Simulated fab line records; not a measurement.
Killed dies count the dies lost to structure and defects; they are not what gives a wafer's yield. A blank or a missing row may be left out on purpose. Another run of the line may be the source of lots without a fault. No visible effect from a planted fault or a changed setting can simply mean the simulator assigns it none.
fab line records -- flow nand-harc
record: lots: 5, wafers: 15, last-day: 24
route steps=1159 shown THIN_TSV@1107 END@1159
lots untouched by any fault: they come from a run of this same line in which no faults occurred
start-h: hours from the record's first day to the start of the lot's first wafer shown -- wait-h: how many hours have passed since the lot's step before this one -- " identical to the entry in the row above -- L1.1+2: a single row standing in for several wafers -- - value missing, or start not given -- * or withheld: withheld -- < > ~ a bound
route shown NAME@n: names a module that has steps shown in the file, with the first one's number in the route -- usual: mean and standard deviation over wafers with no fault -- same: alike in all rows -- chamber/n: place in a boat -- sites: readings site by site -- _std_site: their standard deviation -- _edge_site: outer sites' mean less inner sites' -- radius-mm: how far each site lies from the wafer's centre -- mask NAME#n: copy n -- behind: the last tool/chamber to shape the wafer -- hold: why the lot was held/for how many hours/how that ended -- device: transistor that didn't switch, given as n, p or np -- end of line: the same wafers' tests at the end of the route -- step lacking rows: just its recipe -- killed: count of dies lost to structure and defects at first sort (not the wafer's yield) -- map: per-die view of a wafer (x killed, . not killed, _ where there is no die)
set.NAME: the setting the step ran with; set.NAME@STEP: the setting that earlier step ran with -- model.NAME: the simulator's own value behind a step, which no gauge read
lots at some steps of the route; a table a step, a row a wafer
services: when a tool's chamber went out of use (start-h, in hours from the record's first day, below 0 if earlier), for how many hours, and the reason
== steps ==
step: NHARC_THIN_TSV_DEP_43
recipe: target-thk-a: 13285, temp-c: withheld, pressure-torr: 6.5, rf-w: 900, teos-flow-sccm: 161.4, flow-sccm: 2650, target-thk-nm: 1328.5, gas: O2, material: SiO2
usual: throttle-valve-pct: 16.2/0.66
lot.wafer,tool,chamber,start-h,wait-h,throttle-valve-pct
L875.3,pecvd-02,1,443.28,-,16.8
L875.4,pecvd-02,0,443.28,-,16.5
L875.5,pecvd-02,1,443.28,-,16.8
L882.1,pecvd-02,1,474.80,-,16.9
L882.5,pecvd-02,0,474.80,-,16.3
L882.6,pecvd-02,2,474.80,-,15.8
L889.3,pecvd-01,2,531.27,-,16.8
L889.2,pecvd-01,0,531.27,-,14.9
L889.4,pecvd-01,1,531.27,-,17.0
L896.3,pecvd-01,0,559.07,-,15.0
L896.5,pecvd-01,1,559.07,-,16.7
L896.6,pecvd-01,2,559.07,-,16.8
L895.1,pecvd-02,1,561.52,-,17.1
L895.4,pecvd-02,2,561.52,-,15.7
L895.5,pecvd-02,0,561.52,-,16.7
step: NHARC_THIN_TSV_DEHYDRATE_04
recipe: temp-c: 150, time-s: 120
step: NHARC_THIN_TSV_HMDS_05
recipe: time-s: 30
step: NHARC_THIN_TSV_COAT_06
recipe: spin-rpm: *
step: NHARC_THIN_TSV_SOFTBAKE_07
recipe: temp-c: 122, time-s: 95
step: NHARC_THIN_TSV_EBR_08
step: NHARC_THIN_TSV_EXPOSE_09
recipe: na: 0.55, dose-mj: 30.7, mask-id: TSV
step: NHARC_THIN_TSV_PEB_10
recipe: peb-temp-c: 118, peb-time-s: 85
step: NHARC_THIN_TSV_DEVELOP_11
recipe: time-s: 70
step: NHARC_THIN_TSV_CD_MEAS_12
recipe: target-cd-nm: 1000, landing-energy-ev: 500
usual: cd-nm: 1000.4/1.4
lot.wafer,tool,chamber,start-h,wait-h,cd-nm
L875.3,cd-sem-03,0,444.02,-,1002.2
L875.4,cd-sem-03,0,444.02,-,1000.3
L875.5,cd-sem-03,0,444.02,-,1000.4
L882.1,cd-sem-03,0,475.59,-,1000.9
L882.5,cd-sem-03,0,475.59,-,1002.6
L882.6,cd-sem-03,0,475.59,-,1002.8
L889.2,cd-sem-03,0,531.94,-,999.2
L889.3,cd-sem-03,0,531.94,-,1000.2
L889.4,cd-sem-03,0,531.94,-,997.1
L896.3,cd-sem-02,0,559.90,-,1000.7
L896.5,cd-sem-02,0,559.90,-,999.0
L896.6,cd-sem-02,0,559.90,-,998.0
L895.1,cd-sem-01,0,562.27,-,1001.8
L895.4,cd-sem-01,0,562.27,-,1000.3
L895.5,cd-sem-01,0,562.27,-,1001.4
step: NHARC_THIN_TSV_HARDBAKE_13
recipe: temp-c: 125, time-s: 80
step: NHARC_THIN_TSV_DESCUM_14
recipe: time-s: 3, o2-flow-sccm: 200, ar-flow-sccm: 0, bias-power-w: 0, chemistry: O2
usual: drypump-motor-current-A: 5.9/0.49, oes-product-au: 1.000/0.0063, rf-vpp-V: 57.7/0.9, showerhead-plenum-p-Torr: 1.92/0.072, throttle-valve-pct: 11.312/0.0083
same: time-s: 3
lot.wafer,tool,chamber,start-h,wait-h,drypump-motor-current-A,oes-product-au,rf-hours-counter-h,rf-vpp-V,showerhead-plenum-p-Torr,throttle-valve-pct
L875.4,rie-diel-06,2,444.18,-,6.4,0.997,1,58.5,2.00,11.301
L875.3,rie-diel-06,3,444.18,-,5.3,1.003,2,57.5,1.90,11.318
L875.5,rie-diel-06,2,444.18,-,6.4,0.998,-,57.1,2.00,11.323
L882.1,rie-diel-11,0,475.77,-,6.3,0.994,12,56.4,1.83,11.310
L882.5,rie-diel-11,1,475.77,-,6.6,1.005,-,58.5,1.93,11.309
L882.6,rie-diel-11,2,475.77,-,6.0,0.998,-,58.4,2.01,11.316
L889.2,rie-diel-06,3,532.10,-,5.3,1.002,8,57.3,1.90,11.308
L889.3,rie-diel-06,0,532.10,-,5.9,0.990,8,57.5,1.81,11.329
L889.4,rie-diel-06,1,532.10,-,5.4,1.003,7,56.2,1.90,11.321
L896.3,rie-diel-11,1,560.07,-,6.6,1.007,2,57.7,1.93,11.325
L896.5,rie-diel-11,0,560.07,-,6.4,1.001,-,57.9,1.83,11.303
L896.6,rie-diel-11,1,560.07,-,6.6,1.003,-,57.3,1.93,11.302
L895.4,rie-diel-07,2,562.44,-,6.1,1.008,11,55.7,1.95,11.308
L895.1,rie-diel-07,3,562.44,-,5.8,0.997,11,57.8,1.93,11.307
L895.5,rie-diel-07,1,562.44,-,5.6,1.002,-,56.6,2.05,11.309
step: NHARC_THIN_TSV_ETCH_44
recipe: target-depth-a: 15942, time-s: 797.1, cf4-flow-sccm: 150, o2-flow-sccm: 10, ar-flow-sccm: 0, rf-w: 300, bias-w: 800, chemistry: CF4/O2
usual: drypump-motor-current-A: 5.8/0.49, oes-product-au: 1.000/0.0071, rf-fwd-power-W: 299.7/0.86, rf-vpp-V: 795/4, showerhead-plenum-p-Torr: 1.84/0.063, throttle-valve-pct: 16.914/0.0086
same: time-s: 797.1
lot.wafer,tool,chamber,start-h,wait-h,drypump-motor-current-A,oes-product-au,rf-fwd-power-W,rf-hours-counter-h,rf-vpp-V,showerhead-plenum-p-Torr,throttle-valve-pct
L875.3,rie-diel-06,0,444.37,0.2,5.9,1.000,299.9,1,790,1.74,16.914
L875.4,rie-diel-06,1,444.37,0.2,5.4,0.991,299.2,1,793,1.82,16.921
L875.5,rie-diel-06,0,444.37,0.2,5.9,1.011,299.6,-,788,1.74,16.916
L882.1,rie-diel-11,2,476.00,0.2,6.0,1.004,299.4,11,800,1.92,16.909
L882.6,rie-diel-11,3,476.00,0.2,5.3,0.992,298.4,-,791,1.79,16.917
L882.5,rie-diel-11,0,476.00,0.2,6.4,1.003,301.6,-,791,1.76,16.921
L889.3,rie-diel-06,2,532.18,0.1,6.4,1.006,300.8,7,798,1.90,16.911
L889.2,rie-diel-06,0,532.18,0.1,5.9,1.086,334.8,8,789,1.74,16.922
L889.4,rie-diel-06,1,532.18,0.1,5.4,0.999,298.9,7,793,1.82,16.926
L896.3,rie-diel-11,2,560.26,0.2,6.0,0.994,299.7,2,799,1.92,16.934
L896.5,rie-diel-11,0,560.26,0.2,6.4,0.995,300.3,-,788,1.76,16.914
L896.6,rie-diel-11,1,560.26,0.2,6.6,1.011,299.6,-,795,1.85,16.927
L895.4,rie-diel-07,1,562.51,0.1,5.6,0.997,298.2,12,802,1.96,16.919
L895.1,rie-diel-07,3,562.51,0.1,5.8,1.006,300.7,11,796,1.85,16.914
L895.5,rie-diel-07,1,562.51,0.1,5.6,1.006,299.2,-,803,1.96,16.914
step: NHARC_THIN_TSV_ETCH_15
recipe: target-depth-a: 30000, bosch-target-overetch-cycles: 2, bosch-etch-step-s: 2.8, bosch-dep-step-s: 1.2, bosch-cycles: 14
usual: drypump-motor-current-A: 5.7/0.5, he-backside-leak-sccm: 2.7/0.3
same: bosch-etch-step-s: 2.8
lot.wafer,tool,chamber,start-h,wait-h,drypump-motor-current-A,he-backside-leak-sccm,rf-hours-counter-h
L875.4,rie-si-01,2,444.89,-,6.4,2.7,1.6
L875.3,rie-si-01,3,444.89,-,5.7,2.8,1.5
L875.5,rie-si-01,3,444.89,-,5.7,2.8,-
L882.1,rie-si-06,0,476.42,-,6.2,2.5,1.1
L882.6,rie-si-06,2,476.42,-,4.9,2.3,-
L882.5,rie-si-06,3,476.42,-,6.2,2.5,-
L889.4,rie-si-01,2,532.76,-,6.4,2.6,0.4
L889.2,rie-si-01,0,532.76,-,4.9,3.0,0.4
L889.3,rie-si-01,1,532.76,-,5.7,3.1,0.4
L896.3,rie-si-01,2,560.74,-,6.4,2.6,0.5
L896.6,rie-si-01,0,560.74,-,4.9,2.9,-
L896.5,rie-si-01,2,560.74,-,6.4,2.5,-
L895.4,rie-si-06,2,563.08,-,4.9,2.3,0.3
L895.1,rie-si-06,3,563.08,-,6.2,2.6,0.2
L895.5,rie-si-06,3,563.08,-,6.2,2.6,-
step: NHARC_END_SORT_01
recipe: temp-c: 25
usual: defect-limited-yield: 95.0/1.7, killed-at-array: 29/12, killed-at-other: 0.7/1, killed-at-periphery: 4/3.2, killed-dies: 34/12, killed-open: 3.4/2, killed-short: 1.8/1.3, sort_bin_2_pct: 1.6/0.7, sort_bin_3_pct: 0.26/0.23, sort_bin_4_pct: 3.1/1.1, sort-n-pass: 643/12, sort-rim-yield-pct: 96.4/2.6, sort-yield-pct: 95.0/1.7
same: gross-dies: 677, sort_bin_5_pct[%]: 0, sort_bin_6_pct[%]: 0, sort_bin_7_pct[%]: 0, sort_bin_8_pct[%]: 0, sort-rim-n-gross: 106.00
lot.wafer,tool,chamber,start-h,wait-h,defect-limited-yield[%],killed-at-array,killed-at-other,killed-at-periphery,killed-dies,killed-open,killed-short,sort_bin_2_pct[%],sort_bin_3_pct[%],sort_bin_4_pct[%],sort-n-pass,sort-rim-yield-pct[%],sort-yield-pct[%]
L875.3,prober-02,0,470.24,3.1,97.5,15,0,2,17,1,2,0.9,0,1.6,660,99.1,97.5
L875.4,prober-02,0,471.03,3.3,96.5,23,1,0,24,5,1,1.0,0.15,2.4,653,94.3,96.5
L875.5,prober-02,0,471.82,3.6,97.3,16,1,1,18,1,1,0.6,0,2.1,659,92.5,97.3
L882.1,prober-02,0,489.56,2.4,95.4,27,1,3,31,4,3,1.0,0.74,2.8,646,98.1,95.4
L882.5,prober-02,0,492.79,3.7,95.4,30,0,1,31,2,5,1.5,0.59,2.5,646,98.1,95.4
L882.6,prober-02,0,493.60,4.0,96.6,22,0,1,23,4,0,1.6,0,1.8,654,97.2,96.6
L889.2,prober-01,0,553.15,2.8,94.8,22,2,11,35,2,3,1.6,0.15,3.4,642,97.2,94.8
L889.3,prober-01,0,553.95,3.1,96.2,24,0,2,26,0,2,1.3,0,2.5,651,95.3,96.2
L889.4,prober-01,0,554.74,3.4,94.4,32,1,5,38,3,3,1.8,0,3.8,639,96.2,94.4
killed by level:class
L875.3 A_CHANNEL_HOLE_D1:chamber-film-flake=10 A_CONTACT:chamber-film-flake=2 P_M2:geometric-particle:short=1 A_WL_FILL:geometric-particle:short=1 A_BLC:geometric-particle:open=1 P_GATE:chamber-film-flake=1 A_SLIT:chamber-film-flake=1
L875.4 A_CHANNEL_HOLE_D1:chamber-film-flake=8 A_STAIRCASE:chamber-film-flake=4 A_M0:chamber-film-flake=3 A_CONTACT:geometric-particle:open=2 A_CONTACT:chamber-film-flake=2 A_CHANNEL_FILL_D1:geometric-particle:open=1 A_SGD_CUT:geometric-particle:open=1 A_WL_FILL:geometric-particle:short=1
L875.5 A_CHANNEL_HOLE_D1:chamber-film-flake=9 A_CONTACT:chamber-film-flake=4 A_WL_FILL:geometric-particle:open=1 A_M1:geometric-particle:short=1 P_BONDPAD:chamber-film-flake=1 A_STAIRCASE:chamber-film-flake=1 HYBRID_BOND:latent=1
L882.1 A_SLIT:chamber-film-flake=9 A_STAIRCASE:chamber-film-flake=7 A_CHANNEL_FILL_D1:chamber-film-flake=3 A_CONTACT:geometric-particle:open=2 A_CONTACT:chamber-film-flake=2 P_GATE:geometric-particle:short=1 P_M1:geometric-particle:open=1 A_ONON_D1:geometric-particle:short=1
L882.5 A_SLIT:chamber-film-flake=17 A_CHANNEL_FILL_D1:chamber-film-flake=3 A_CONTACT:chamber-film-flake=3 A_M0:geometric-particle:open=2 P_STI:geometric-particle:short=1 A_ONON_D1:geometric-particle:short=1 A_CHANNEL_HOLE_D1:geometric-particle:short=1 A_CONTACT:geometric-particle:short=1
L882.6 A_SLIT:chamber-film-flake=10 A_CONTACT:chamber-film-flake=4 A_CHANNEL_HOLE_D1:chamber-film-flake=3 A_CONTACT:geometric-particle:open=2 A_CHANNEL_FILL_D1:chamber-film-flake=2 P_GATE:geometric-particle:open=1 A_BLC:geometric-particle:open=1
L889.2 A_CONTACT:chamber-film-flake=7 A_STAIRCASE:chamber-film-flake=6 P_ZERO_WELL:chamber-film-flake=5 P_CONTACT:chamber-film-flake=5 A_CHANNEL_HOLE_D1:chamber-film-flake=4 A_WL_FILL:geometric-particle:short=2 A_SLIT:chamber-film-flake=2 P_CONTACT:geometric-particle:open=1
L889.3 A_CONTACT:chamber-film-flake=9 A_STAIRCASE:chamber-film-flake=8 A_CHANNEL_HOLE_D1:chamber-film-flake=4 A_SOURCE_PLATE:geometric-particle:short=1 A_WL_FILL:geometric-particle:short=1 P_ZERO_WELL:chamber-film-flake=1 P_CONTACT:chamber-film-flake=1 A_WL_FILL:chamber-film-flake=1
L889.4 A_CONTACT:chamber-film-flake=13 A_STAIRCASE:chamber-film-flake=9 A_CHANNEL_HOLE_D1:chamber-film-flake=5 P_CONTACT:chamber-film-flake=3 P_M0:geometric-particle:short=2 A_CONTACT:geometric-particle:open=2 A_ONON_D1:geometric-particle:open=1 A_WL_FILL:geometric-particle:short=1
== services ==
tool,chamber,start-h,hours,kind
rie-diel-11,0,424.56,-,clean
rie-diel-11,1,424.56,-,clean
rie-diel-11,2,424.56,-,clean
rie-diel-11,3,424.56,-,clean
rie-diel-06,0,427.20,-,clean
rie-diel-06,1,427.20,-,clean
rie-diel-06,2,427.20,-,clean
rie-diel-06,3,427.20,-,clean
rie-diel-07,0,432.15,26.6,repair
pecvd-01,2,432.73,13.6,repair
rie-si-01,-,443.20,0.4,repair
pecvd-02,1,448.29,5.9,repair
rie-si-06,1,452.58,2.5,repair
rie-diel-11,-,458.15,0.8,repair
rie-si-01,2,465.79,5.0,repair
rie-diel-07,-,478.60,0.2,repair
rie-si-01,-,481.00,9.0,pm
rie-diel-07,2,496.16,5.7,repair
pecvd-02,-,515.40,13.0,pm
rie-diel-11,1,531.04,2.8,repair
pecvd-02,-,535.58,0.5,repair
rie-si-06,-,537.00,9.0,pm
rie-diel-11,-,543.56,9.0,pm
rie-si-01,1,559.22,10.6,repair
== key ==
first-sign: step: NHARC_THIN_TSV_ETCH_44, reading: rf-fwd-power-W, direction: up, sigmas: 41, usual: *, struck: *
effect: step: NHARC_THIN_TSV_ETCH_44, reading: oes-product-au, direction: up, sigmas: 12, usual: 1.000, struck: 1.086
met-at NHARC_THIN_TSV_ETCH_44
struck-wafers L889.2
onset-between 444.37 532.18
fault: kind: process-parameter-drift, tool: rie-diel-06, chamber: 0, onset-h: 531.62, steps: NHARC_THIN_TSV_ETCH_44, channel: rf-w, offset: *, shape: step, end-h: 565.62, acts-in: *, stated: *
